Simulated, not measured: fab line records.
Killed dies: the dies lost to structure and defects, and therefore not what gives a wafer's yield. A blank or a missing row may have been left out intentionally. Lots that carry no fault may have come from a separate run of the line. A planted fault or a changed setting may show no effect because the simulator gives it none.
The same fault as seen by 2 desks    flow n5Finfet    every desk sees just its own numbers, and what lay behind them comes last

## AT THE METROLOGY DESK
What the gauges read for every lot (on any tool): the sampled wafers with a number, averaged. If a lot's mean is further than 4 standard deviations from the usual mean, the lot is out of limits and carries the mark OUT (the distance appears in the brackets).
Columns: A = cdNm at N5_HKMG_FIN_CD_MEAS_12, usual 92.8 nm
lot   first seen here  A
L964  day 4 03:02      92.6
L965  day 4 12:43      92.4
L967  day 4 21:41      92.8
L971  day 5 22:40      92.5
L972  day 6 04:50      92.6
L975  day 6 21:16      85.2 (-16) OUT
L977  day 7 10:04      86.8 (-13) OUT
L978  day 7 16:16      92.9
L980  day 8 01:22      92.6
L987  day 11 05:03     92.1
This desk finds L975, L977 out of limits, L975 being first, at day 6 21:16 (cdNm at N5_HKMG_FIN_CD_MEAS_12). Within limits: L964, L965, L967, L971, L972, L978, L980, L987.

## FOR THE TOOL OWNER'S DESK: arfiScanner-02
The tool's own readings at N5_HKMG_FIN_EXPOSE_09 (exposes mask NWFM): means of the sampled wafers that have a number, for each lot that ran on this tool. If a lot's mean is further than 4 standard deviations from the usual mean, the lot is out of limits and carries the mark OUT (the distance appears in the brackets).
Columns: A = exposureDoseMJCm2 at N5_HKMG_FIN_EXPOSE_09, usual 39.23
lot   first seen here  A
L965  day 4 12:36      39.23
L967  day 4 21:33      39.22
L972  day 6 04:43      39.18
L975  day 6 21:09      34.48 (-99 or more) OUT
L977  day 7 09:57      35.41 (-99 or more) OUT
This desk finds L975, L977 out of limits, L975 being first, at day 6 21:09 (exposureDoseMJCm2 at N5_HKMG_FIN_EXPOSE_09). Within limits: L965, L967, L972.

## BROUGHT TOGETHER
At day 6 21:09, on L975, L977, the tool owner's desk was in a position to raise an alarm.
On L975, L977, the metrology desk was in a position to raise an alarm at day 6 21:16.
On arfiScanner-02, each named lot ran N5_HKMG_FIN_EXPOSE_09.

## WHAT HAD BEEN PUT IN BY THE SIMULATOR
Drift in process parameters on arfiScanner-02 at N5_HKMG_FIN_EXPOSE_09, starting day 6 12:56. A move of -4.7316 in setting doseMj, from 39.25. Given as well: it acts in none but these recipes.
Shown lots that were struck: L975, L977.
Hours from the fault's start to each desk's first reading out of limits: the tool owner's desk, 8; the metrology desk, 8.
